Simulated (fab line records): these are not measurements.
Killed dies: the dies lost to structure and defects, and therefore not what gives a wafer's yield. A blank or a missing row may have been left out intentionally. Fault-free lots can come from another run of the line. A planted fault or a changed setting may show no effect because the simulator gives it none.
Which tool did it? / flow nandHarc / 18 wafers from 6 lots sampled at 4 of the route's 1302 steps

## WHAT THE GAUGES READ, wafer by wafer
NHARC_A_CHANNEL_HOLE_D2_INSPECT_40.
lot=L727; measured=day 14 00:55; on=defectInspect-01; rawDefectCount=299 357 293
lot=L732; measured=day 15 22:20; on=defectInspect-01; rawDefectCount=344 397 387
lot=L736; measured=day 17 15:50; on=defectInspect-02; rawDefectCount=335 265 216
lot=L742; measured=day 20 03:19; on=defectInspect-02; rawDefectCount=804 860 790
lot=L748; measured=day 22 15:39; on=defectInspect-01; rawDefectCount=184 260 250
lot=L749; measured=day 22 23:02; on=defectInspect-01; rawDefectCount=253 169 258

## TOOL THAT RAN EACH LOT (tool first, then ch and the chambers of the sampled wafers, then the start)
lot=L727; NHARC_A_CHANNEL_HOLE_D2_ETCH_19=harEtch-02 ch 0,1, day 13 19:14; NHARC_A_CHANNEL_HOLE_D2_ETCH_25=harEtch-02 ch 0,1, day 13 22:08; NHARC_A_CHANNEL_HOLE_D2_ETCH_27=harEtch-02 ch 0,1, day 13 23:12
lot=L732; NHARC_A_CHANNEL_HOLE_D2_ETCH_19=harEtch-01 ch 0,1, day 15 16:36; NHARC_A_CHANNEL_HOLE_D2_ETCH_25=harEtch-01 ch 0,1, day 15 19:31; NHARC_A_CHANNEL_HOLE_D2_ETCH_27=harEtch-01 ch 0,1, day 15 20:36
lot=L736; NHARC_A_CHANNEL_HOLE_D2_ETCH_19=harEtch-02 ch 0,1, day 17 10:01; NHARC_A_CHANNEL_HOLE_D2_ETCH_25=harEtch-02 ch 0,1, day 17 13:01; NHARC_A_CHANNEL_HOLE_D2_ETCH_27=harEtch-02 ch 0,1, day 17 15:50 or earlier
lot=L742; NHARC_A_CHANNEL_HOLE_D2_ETCH_19=harEtch-02 ch 1, day 19 21:35; NHARC_A_CHANNEL_HOLE_D2_ETCH_25=harEtch-02 ch 1, day 20 00:29; NHARC_A_CHANNEL_HOLE_D2_ETCH_27=harEtch-02 ch 1, day 20 01:35
lot=L748; NHARC_A_CHANNEL_HOLE_D2_ETCH_19=harEtch-01 ch 0,1, day 22 09:50; NHARC_A_CHANNEL_HOLE_D2_ETCH_25=harEtch-01 ch 0,1, day 22 12:59; NHARC_A_CHANNEL_HOLE_D2_ETCH_27=harEtch-01 ch 0,1, day 22 13:50
lot=L749; NHARC_A_CHANNEL_HOLE_D2_ETCH_19=harEtch-01 ch 0, day 22 17:20; NHARC_A_CHANNEL_HOLE_D2_ETCH_25=harEtch-01 ch 0, day 22 20:14; NHARC_A_CHANNEL_HOLE_D2_ETCH_27=harEtch-01 ch 0, day 22 21:19
- NHARC_A_CHANNEL_HOLE_D2_ETCH_19: etches the open film in C4F8/O2/Ar, time 34.5 s.
- NHARC_A_CHANNEL_HOLE_D2_ETCH_25: etches the open film in C4F8/O2/Ar, time 1040.2 s, target depth 1500 nm.
- NHARC_A_CHANNEL_HOLE_D2_ETCH_27: etches the open film in C4F8/O2/Ar, time 90 s, target depth 400 nm.

## THE ANSWER, worked out from the rows above alone
Rule: the usual values come from the lots themselves. The widest of any qualifying gaps counts: lots, ordered by their means at a reading, are off when they make up no more than a third of the lots, leave a main group of 4 or more, and stand apart from it by 3 or more times the standard deviation of that group's means. If all means in a main group match to the digits the tables above print for the reading, that group is not used. Also off: a lot with no number at a reading for which 4 or more lots have one. Where the step has rows for the other lots, those lots are counted as sound.
Off, at NHARC_A_CHANNEL_HOLE_D2_INSPECT_40 on rawDefectCount: L742. Mean 284 and standard deviation 56 in the main group.
A tool fits if, at a process step before that reading, it ran every lot that is off, and no sound lot after the first of them. Gauges at NHARC_A_CHANNEL_HOLE_D2_INSPECT_40: tried the same way as those tools. NHARC_A_CHANNEL_HOLE_D2_ETCH_27: start missing for some lots; hours and lot order therefore follow NHARC_A_CHANNEL_HOLE_D2_INSPECT_40. Can't be told from this: 2 tools fit, harEtch-02 at NHARC_A_CHANNEL_HOLE_D2_ETCH_19 and NHARC_A_CHANNEL_HOLE_D2_ETCH_25 and NHARC_A_CHANNEL_HOLE_D2_ETCH_27, defectInspect-02 at NHARC_A_CHANNEL_HOLE_D2_INSPECT_40.

## WHAT THE SIMULATOR HAD INSERTED
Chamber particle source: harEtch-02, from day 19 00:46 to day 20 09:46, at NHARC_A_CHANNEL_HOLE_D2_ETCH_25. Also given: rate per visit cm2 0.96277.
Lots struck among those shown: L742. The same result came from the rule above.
